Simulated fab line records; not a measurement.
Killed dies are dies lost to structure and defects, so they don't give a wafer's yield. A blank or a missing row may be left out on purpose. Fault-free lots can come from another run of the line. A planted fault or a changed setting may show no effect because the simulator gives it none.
Split-lot experiment	flow n5-finfet	route with 1938 steps; 7 lots, 21 wafers read

== THE SPLIT ITSELF ==
At N5_BEOL_M0_SAQP_PECVD_96 (deposits a-Si from SiH4/He, target thk 45 nm, time 45.2 s), the setting time-s was moved away from the recipe's 45.2 s on 7 of the 21 wafers read, by -14.3% to +10.5%. The other wafers ran this setting at the recipe's value.

== FROM THE SPLIT TO THE READING: what the file shows between them, 9 steps ==
- N5_BEOL_M0_SAQP_PECVD_97: deposits SiNx from SiH4/NH3/N2, target thk 23 nm, time 19.9 s
- N5_BEOL_M0_SAQP_PECVD_04: deposits a-Si from SiH4/He, target thk 60 nm, time 60.2 s
- N5_BEOL_M0_SAQP_ETCH_101: etches SiNx in CH3F/O2, target depth 29.9 nm, time 42.7 s
- N5_BEOL_M0_SAQP_ETCH_102: etches SiO2 in CF4, target depth 4 nm, time 4.4 s
- N5_BEOL_M0_SAQP_MANDREL_ETCH_103: etches a-Si in HBr/Cl2, stops on SiCN, target depth 45 nm, bt time 10 s, time 27 s
- N5_BEOL_M0_SAQP_RECESS_104: chemistry HF/NH3, target SiO2, target depth 18 nm, afs cycles 3, sublimation time 60 s
- N5_BEOL_M0_SAQP_COAT_105: time 60 s, resist thk 100 nm
- N5_BEOL_M0_SAQP_STRIP_108: strips in N2/H2
- N5_BEOL_M0_SAQP_RECESS_109: chemistry HF/NH3, target SiO2, target depth 3 nm, afs cycles 1, sublimation time 60 s

== THE READING ==
a-Si_of_BEOL_M0_SAQP_PECVD_96.thk-nm (the simulator's own value, which no gauge read), in nm, at N5_BEOL_M0_SAQP_SPACER2_ALD_26 (deposits SiO2, target thk 15 nm, pulse time 1 s, purge time 2 s). The file gives no usual value for it. The 14 wafers here that ran the recipe average 44.1 nm, standard deviation 0.59 nm.

wafer	tool, chamber at the split	time-s as run, s	against the recipe	a-Si_of_BEOL_M0_SAQP_PECVD_96.thk-nm, nm	against lot-mates on the recipe
L076.1	pecvd-04, 2,1	45.2	recipe	44.4	-
L076.3	pecvd-04, 1	45.2	recipe	44.8	-
L076.4	pecvd-04, 2,1	45.2	recipe	44.6	-
L086.2	pecvd-01, 1	45.2	recipe	43.6	-
L086.3	pecvd-01, 0	45.2	recipe	43.2	-
L086.4	pecvd-01, 2	45.2	recipe	45	-
L087.1	pecvd-02, 1	49.58	+9.7%	48.8	+4.4
L087.2	pecvd-02, 0	45.2	recipe	44.4	-
L087.6	pecvd-02, 2	49.58	+9.7%	48.6	+4.2
L089.1	pecvd-01, 2	45.2	recipe	44.2	-
L089.4	pecvd-01, 1	39.76	-12.0%	39	-5.2
L089.5	pecvd-01, 2	39.76	-12.0%	39.4	-4.8
L090.2	pecvd-04, 0	45.2	recipe	44.2	-
L090.4	pecvd-04, 1	49.96	+10.5%	49.4	+5.2
L090.5	pecvd-04, 0	49.96	+10.5%	49.8	+5.6
L092.2	pecvd-01, 2	38.73	-14.3%	38.2	-5.8
L092.3	pecvd-01, 1	45.2	recipe	43.8	-
L092.4	pecvd-01, 0	45.2	recipe	44.2	-
L094.1	pecvd-01, 0	45.2	recipe	42.8	-
L094.5	pecvd-01, 2	45.2	recipe	44.6	-
L094.6	pecvd-01, 0	45.2	recipe	43.8	-
Rows listing several chambers each stand for several wafers; the file does not say which wafer went through which chamber.

THE FIT
A straight line over all 21 wafers: a-Si_of_BEOL_M0_SAQP_PECVD_96.thk-nm changes by +0.45 nm for each +1% of time-s; r = +0.98; the points scatter about the line by 0.59 nm.
The same after taking each lot's own level away (the mean of its wafers on the recipe; 21 wafers): +0.443 nm for each +1%; r = +0.99; scatter 0.51 nm.
That fit puts the effect of the largest move of time-s on the reading at 6.3 nm.
The span of the lots' own levels, 43.73 to 44.60 nm, comes to 1.5 times the standard deviation stated above.
The two slopes are in agreement: the lot-to-lot level therefore moves the slope only a little.
Check: with one of the wafers moved furthest among these (-14.3%) left out of the fit, the line predicts -6.36 nm for it against its lot-mates. It came out at -5.8 nm against them.

== ADDITIONAL SPLITS CARRIED BY THESE WAFERS ==
These wafers also went through other splits before the reading. Each is held against what the fit with the lots' levels taken away leaves over:
other split on the same wafers	wafers away from the commonest value	r with a-Si_of_BEOL_M0_SAQP_PECVD_96.thk-nm (lot level and that fit taken away)
N5_HKMG_FIN_EXPOSE_09 dose-mj	6	-0.10
N5_GATE_CUT_COAT_07 spin-rpm	6	-0.06
N5_GATE_CUT_DESCUM_18 time-s	5	-0.42
N5_MOL_CONTACT_COAG_ETCH_105 bias-w	11	+0.08
N5_MOL_CONTACT_COAG_ETCH_110 bias-w	3	+0.16
N5_MOL_CONTACT_COAG_VIA_ETCH_117 bias-w	9	+0.07
N5_MOL_CONTACT_COAG_CVD_140 target-thk-a	9	+0.07

== THE WHOLE CHAIN: every reading that the file lists as answering this split, in the file's order ==
step	what it does	reading	change (the file's fit)	r (the file's)
N5_BEOL_M0_SAQP_PECVD_96	deposits a-Si from SiH4/He, target thk 45 nm, time 45.2 s	a-Si_of_BEOL_M0_SAQP_PECVD_96.thk-nm (the simulator's own value, which no gauge read)	+0.435 nm for each +1% of the setting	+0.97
N5_BEOL_M0_SAQP_MANDREL_ETCH_103	etches a-Si in HBr/Cl2, stops on SiCN, target depth 45 nm, bt time 10 s, time 27 s	etch.depth-nm (the simulator's own value, which no gauge read)	+0.435 nm for each +1% of the setting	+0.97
N5_BEOL_M0_SAQP_SPACER2_ALD_26	deposits SiO2, target thk 15 nm, pulse time 1 s, purge time 2 s	a-Si_of_BEOL_M0_SAQP_PECVD_96.thk-nm (the simulator's own value, which no gauge read)	+0.436 nm for each +1% of the setting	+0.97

== FILE'S OWN FIT ==
a-Si_of_BEOL_M0_SAQP_PECVD_96.thk-nm changes by +0.436 nm for each +1% of time-s, r = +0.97.
